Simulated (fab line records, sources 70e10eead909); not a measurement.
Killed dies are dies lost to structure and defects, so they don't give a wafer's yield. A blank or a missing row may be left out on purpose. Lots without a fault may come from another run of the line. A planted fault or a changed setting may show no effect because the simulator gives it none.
A struck lot beside a sound one | flow nand_harc | 14 steps out of a route of 1159
Sound: wafers L923.1, L923.2, L923.6. Struck: wafers L931.1, L931.3, L931.4. The cause comes at the end.
At each step with rows: each side's tool, then ch and its chambers, then its first start. Under that, the readings that differ: sound wafers | struck wafers | difference of the means | sigmas: that difference in standard deviations of wafers without a fault.
alike: readings whose means differ by less than 2 such deviations, and words and numbers that are the same on both sides. not compared: withheld readings, readings that some wafer has no value for, bounds like >300 that may hide the same value, and numbers for which the record gives no deviation and whose values overlap.
The two part at a step that has a row with sigmas, a row that says differs or no value, or rows on one side only. Numbers that don't overlap but have no deviation are shown without sigmas and don't part them. A reading that every wafer of one side lacks parts them only if that side has two wafers or more.

first, 1 step without rows for these wafers: NHARC_P_ZERO_WELL_HARDBAKE_12 (time 65 s).
NHARC_P_ZERO_WELL_DESCUM_13: chemistry O2, time 3 s.
  sound on rie_diel-10 ch 1,2, day 2 19:23; struck on rie_diel-10 ch 0,1,2, day 4 19:16
  alike: drypump_motor_current_A, o2_flow_sccm, oes_product_au, rf_vpp_V, showerhead_plenum_p_Torr, throttle_valve_pct
  not compared: rf_hours_counter_h
NHARC_P_ZERO_WELL_ETCH_65: etches the open film in N2/H2, target depth 80 nm, overetch 24 nm, time 87.88 s.
  sound on rie_diel-10 ch 0,1,3, day 2 19:28; struck on rie_diel-10 ch 0,1,2, day 4 19:21
  alike: drypump_motor_current_A, oes_product_au, rf_vpp_V, showerhead_plenum_p_Torr, throttle_valve_pct
  not compared: rf_hours_counter_h
NHARC_P_ZERO_WELL_ETCH_62: etches the open film in CHF3/Ar, target depth 13 nm, time 6.5 s.
  sound on rie_diel-10 ch 0,3; struck on rie_diel-10 ch 1,2,3
  alike: drypump_motor_current_A, oes_product_au, rf_vpp_V, showerhead_plenum_p_Torr, throttle_valve_pct
  not compared: rf_hours_counter_h
NHARC_P_ZERO_WELL_ETCH_63: etches the open film in HBr/Cl2, target depth 120 nm, time 40.1 s.
  sound on rie_si-05 ch 1,3, day 2 19:40; struck on rie_si-01 ch 0,2,3, day 4 19:33
  alike: drypump_motor_current_A, oes_product_au, throttle_valve_pct
  not compared: rf_hours_counter_h
then, 7 steps without rows for these wafers: NHARC_P_ZERO_WELL_STRIP_15 (strips in SPM, time 900 s); NHARC_P_ZERO_WELL_DEHYDRATE_16 (time 120 s); NHARC_P_ZERO_WELL_HMDS_17 (time 30 s); NHARC_P_ZERO_WELL_COAT_18; NHARC_P_ZERO_WELL_SOFTBAKE_19 (time 95 s); NHARC_P_ZERO_WELL_EBR_20; NHARC_P_ZERO_WELL_EXPOSE_21 (exposes mask P NWELL, target cd 720 nm).
NHARC_P_ZERO_WELL_PEB_22: peb time 85 s.
  sound on litho_track-02 ch 0, day 2 20:31; struck on litho_track-02 ch 0, day 4 20:23
  reading                  | sound                | struck               | difference | sigmas
  heater_power_total_W (W) | 163.72 163.82 164.37 | 167.21 167.17 167.96 | +3.48      | +12
  plate_temp_C (C)         | 118.08 117.91 117.83 | 119.68 119.71 119.63 | +1.73      | +12
then, 1 step without rows for these wafers: NHARC_P_ZERO_WELL_DEVELOP_23 (time 70 s).

WHERE THEY PART
Only at NHARC_P_ZERO_WELL_PEB_22, within this record.

WHY: what the simulator had put in
Process parameter drift: litho_track-02, from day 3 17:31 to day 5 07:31, at NHARC_P_ZERO_WELL_PEB_22. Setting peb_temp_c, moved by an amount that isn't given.
